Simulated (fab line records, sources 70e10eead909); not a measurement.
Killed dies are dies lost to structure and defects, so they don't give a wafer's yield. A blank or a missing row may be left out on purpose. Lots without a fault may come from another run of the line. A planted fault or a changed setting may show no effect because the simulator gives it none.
Problem report in the 8D (eight disciplines) form, filled by code | flow nand_harc | the parts of the form that need people (team, actions taken, sign-off) are left out

1. THE PROBLEM
killed_at_array at NHARC_END_SORT_01 reads a mean of 671 on 4 wafers of 3 lots; wafers without a fault read 64 with a standard deviation of 16. That is +38 standard deviations from the usual mean.
First seen on wafer L722.3, day 30 04:50, on prober-02. The record holds 9 wafers of 4 lots with a number at this step. Rule for "out", or "out of limits": more than 4 standard deviations from the usual mean. The other wafers with a number count as sound.

2. WHAT IT IS AND WHAT IT IS NOT
question                    | is                             | is not
which readings at this step | killed_at_array, killed_dies   | killed_at_other, killed_at_periphery, killed_open, killed_short
which lots                  | L722, L725, L726               | L727
which wafers of those lots  | L722.3, L725.2, L726.2, L726.3 | L722.4, L722.6, L725.4, L726.1
read on which gauges        | prober-01, prober-02           | -
when                        | from day 30 04:50              | up to then (0 sound wafers); but 5 sound wafers of L722, L725, L726, L727 came after

3. SUSPECTS, AND WHAT RULES EACH OUT
Counting: a tool at a process step up to the reading stays a suspect if it ran every lot that is out. Sound lots after the first of them don't rule it out here, since some wafers of a struck lot are sound.
- the gauge at NHARC_END_SORT_01: ruled out. The wafers that are out were read on 2 gauges (prober-01, prober-02).
- acl_dep-03 at NHARC_A_SLIT_DEP_00 (deposits aC, target thk 6200 nm): kept. It ran every lot that is out, first L722 (day 25 06:23).
Left after counting: acl_dep-03 at NHARC_A_SLIT_DEP_00.

4. THE CAUSE (what the simulator had put in)
Process parameter drift: acl_dep-03, from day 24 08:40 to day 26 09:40, at NHARC_A_SLIT_DEP_00. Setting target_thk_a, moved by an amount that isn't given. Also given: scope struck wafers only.
Counting left only this tool.

5. THE CHAIN OF EFFECTS, in route order
Each row: a reading whose mean over the struck wafers that have a number lies more than 3 standard deviations from the usual. Only readings for which the record gives a usual standard deviation are gone through. hours: the time from each lot's start at the first step in this table that gives one to its start at this step, as a median over the lots. sigmas: the change in usual standard deviations.
hours | step              | reading         | usual | on struck wafers | change | sigmas
0     | NHARC_END_SORT_01 | killed_at_array | 64    | 671              | +607   | +38
0     | NHARC_END_SORT_01 | killed_dies     | 69    | 675              | +606   | +36

6. WHAT WOULD HAVE CAUGHT IT SOONER
In this record the first reading out of limits at a measuring or inspecting step was taken at day 30 04:50, 140 hours after the fault began at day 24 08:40.
Of the tool readings at NHARC_A_SLIT_DEP_00 for which the record gives a usual standard deviation, none was out on any struck wafer, so an alarm limit of 4 standard deviations on them would not have fired.
All the lots that are out (3) had begun NHARC_A_SLIT_DEP_00 on acl_dep-03 by day 30 04:50. A hold on the tool at that time would have spared none of them.
